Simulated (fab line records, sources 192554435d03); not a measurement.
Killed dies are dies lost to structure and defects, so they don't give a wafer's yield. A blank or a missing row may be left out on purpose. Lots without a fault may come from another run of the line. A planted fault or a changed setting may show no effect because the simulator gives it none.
One fault seen from 2 desks | flow n5_finfet | each desk has only its own numbers; what lay behind them comes last

THE METROLOGY DESK
What the gauges read, lot by lot, whatever tool the lot ran on: means of the sampled wafers that have a number. A lot is out of limits, marked OUT, if its mean lies more than 4 standard deviations from the usual mean; the brackets give that distance. Of its 10 readings 7 are shown: those that lie furthest out on some lot.
Columns: A = DIBL_N at N5_BEOL_M4_RC_MEAS_101, usual 36.1 mV/V; B = DIBL_P at N5_BEOL_M4_RC_MEAS_101, usual 36.3 mV/V; C = IOFF_N at N5_BEOL_M4_RC_MEAS_101, usual 0.16 nA/um; D = IOFF_P at N5_BEOL_M4_RC_MEAS_101, usual 0.21 nA/um; E = ION_N at N5_BEOL_M4_RC_MEAS_101, usual 678 uA/um; F = VT_N at N5_BEOL_M4_RC_MEAS_101, usual 249 mV; G = VT_P at N5_BEOL_M4_RC_MEAS_101, usual -250.0 mV
lot  | first seen here | A    | B    | C    | D    | E   | F   | G
L432 | day 7 18:09     | 34.4 | 35.0 | 0.14 | 0.23 | 659 | 254 | -245.4
L435 | day 8 13:13     | 34.6 | 32.2 | 0.11 | 0.17 | 656 | 255 | -252.9
L434 | day 8 23:31     | 36.7 | 36.6 | 0.16 | 0.20 | 674 | 252 | -252.4
L439 | day 9 07:47     | 34.9 | 34.3 | 0.13 | 0.19 | 664 | 252 | -250.5
L442 | day 10 22:55    | 35.7 | 35.1 | 0.15 | 0.21 | 682 | 247 | -249.9
L446 | day 12 04:50    | 36.5 | 36.4 | 0.18 | 0.23 | 680 | 249 | -247.6
L445 | day 12 11:16    | 39.0 | 40.3 | 0.22 | 0.24 | 695 | 244 | -248.2
L448 | day 12 19:57    | 33.4 | 34.1 | 0.13 | 0.16 | 668 | 250 | -255.4
L454 | day 14 13:26    | 38.0 | 39.0 | 0.21 | 0.27 | 693 | 244 | -246.3
This desk's finding: nothing out of limits on any of the 9 lots.

THE TOOL OWNER'S DESK: ald_sin-02
The tool's own readings at N5_BEOL_M2_ALD_98 (deposits SiO2, target thk 2.5 nm, pulse time 1 s, co reactant pulse time 1 s): means of the sampled wafers that have a number, for each lot that ran on this tool. A lot is out of limits, marked OUT, if its mean lies more than 4 standard deviations from the usual mean; the brackets give that distance.
Columns: A = heater_power_w at N5_BEOL_M2_ALD_98, usual 79 W; B = precursor_pulse_height_rel at N5_BEOL_M2_ALD_98, usual 0.998; C = susceptor_temp_C at N5_BEOL_M2_ALD_98, usual 100.00 C
lot  | first seen here | A  | B     | C
L432 | day 6 15:35     | 76 | 1.014 | 99.89
L435 | day 7 06:24     | 82 | 0.988 | 100.01
L442 | day 9 05:04     | 75 | 1.000 | 99.95
L446 | day 10 10:17    | 74 | 0.970 | 99.98
L445 | day 10 12:26    | 76 | 0.992 | 96.81 (-29) OUT
L448 | day 10 18:21    | 69 | 1.001 | 96.67 (-30) OUT
This desk's finding: out of limits on L445, L448; first on L445, day 10 12:26 (susceptor_temp_C at N5_BEOL_M2_ALD_98). In limits: L432, L435, L442, L446.

PUT TOGETHER
The tool owner's desk could have raised an alarm at day 10 12:26, on L445, L448.
The metrology desk saw nothing out of limits.
The metrology desk has L445, L448 on record, within its limits.
Of the lots named, all ran N5_BEOL_M2_ALD_98 on ald_sin-02.

WHAT THE SIMULATOR HAD PUT IN
Process parameter drift: ald_sin-02, from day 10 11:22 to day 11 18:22, at N5_BEOL_M2_ALD_98. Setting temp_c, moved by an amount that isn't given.
Lots struck among those shown: L445, L448.
Hours from the fault's start to each desk's first reading out of limits: the tool owner's desk, 1.
